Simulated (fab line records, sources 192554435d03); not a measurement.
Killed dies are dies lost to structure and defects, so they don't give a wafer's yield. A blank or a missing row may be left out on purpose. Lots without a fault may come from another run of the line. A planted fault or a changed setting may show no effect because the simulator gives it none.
Chamber matching | flow n5 finfet | N5_BEOL_M5_CMP_52 on cmp-04: 4 sister chambers
The step polishes, stops on SiCOH lowk, t overpolish 6.9 s, target thk 62 nm. 14 wafers are shown with their chamber, then 6 later ones without.

## EACH WAFER AND ITS CHAMBER
wafer  | chamber | motor current A (A) | barrier field endpoint s (s) | pad life wafers
L111.1 | 2       | 5.6                 | 24.5                         | 939
L111.4 | 3       | 4.7                 | 24.3                         | 936
L112.2 | 2       | 5.5                 | 23.9                         | 1140
L112.3 | 3       | 4.6                 | 24.1                         | 1141
L113.1 | 3       | 4.9                 | 23.9                         | 1347
L113.2 | 0       | 4.8                 | 24.1                         | 1344
L113.4 | 1       | 5.8                 | 24.5                         | 1345
L131.2 | 2       | 5.9                 | 24.4                         | 18
L131.3 | 0       | 5.2                 | 24.0                         | 20
L131.4 | 1       | 5.7                 | 24.1                         | 21
L130.2 | 1       | 5.7                 | 23.6                         | 67
L130.3 | 2       | 5.6                 | 24.1                         | 68
L130.4 | 3       | 4.8                 | 24.2                         | 69
L127.1 | 3       | 4.5                 | 23.4                         | 73

SIGNATURES (means of the wafers above)
reading                  | chamber 0 | chamber 1 | chamber 2 | chamber 3 | scatter within a chamber
motor current A          | 5.000     | 5.733     | 5.650     | 4.700     | 0.166
barrier field endpoint s | 24.050    | 24.067    | 24.225    | 23.980    | 0.339
pad life wafers          | 682.00    | 477.67    | 541.25    | 713.20    | 669
Rule: distance of a wafer from a chamber = root of the sum over the readings of ((wafer's reading minus chamber's mean) / reading's scatter) squared. The wafer belongs to the nearest chamber; if the next one is less than 2 further off, it can't be placed. The scatter: the root of (the sum of the squares of (reading less its chamber's mean) over the shown wafers, divided by (wafers less chambers)).

## WAFERS WITH NO CHAMBER GIVEN
wafer  | motor current A (A) | barrier field endpoint s (s) | pad life wafers
L127.4 | 5.8                 | 24.0                         | 72
L133.1 | 5.0                 | 24.3                         | 152
L133.2 | 5.0                 | 24.0                         | 151
L133.4 | 5.6                 | 24.5                         | 150
L134.3 | 4.8                 | 24.0                         | 273
L134.4 | 5.6                 | 23.5                         | 272

## CHAMBER TAKEN BY EACH
wafer  | from the rows above     | in truth
L127.4 | can't be placed: 1 or 2 | 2
L133.1 | can't be placed: 0 or 3 | 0
L133.2 | can't be placed: 0 or 3 | 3
L133.4 | can't be placed: 2 or 1 | 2
L134.3 | can't be placed: 3 or 0 | 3
L134.4 | can't be placed: 1 or 2 | 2
Placed correctly: 0 of 6. Cannot be placed on the basis of these rows: 6; the candidates contain the true chamber in 6. Placed wrongly: 0.
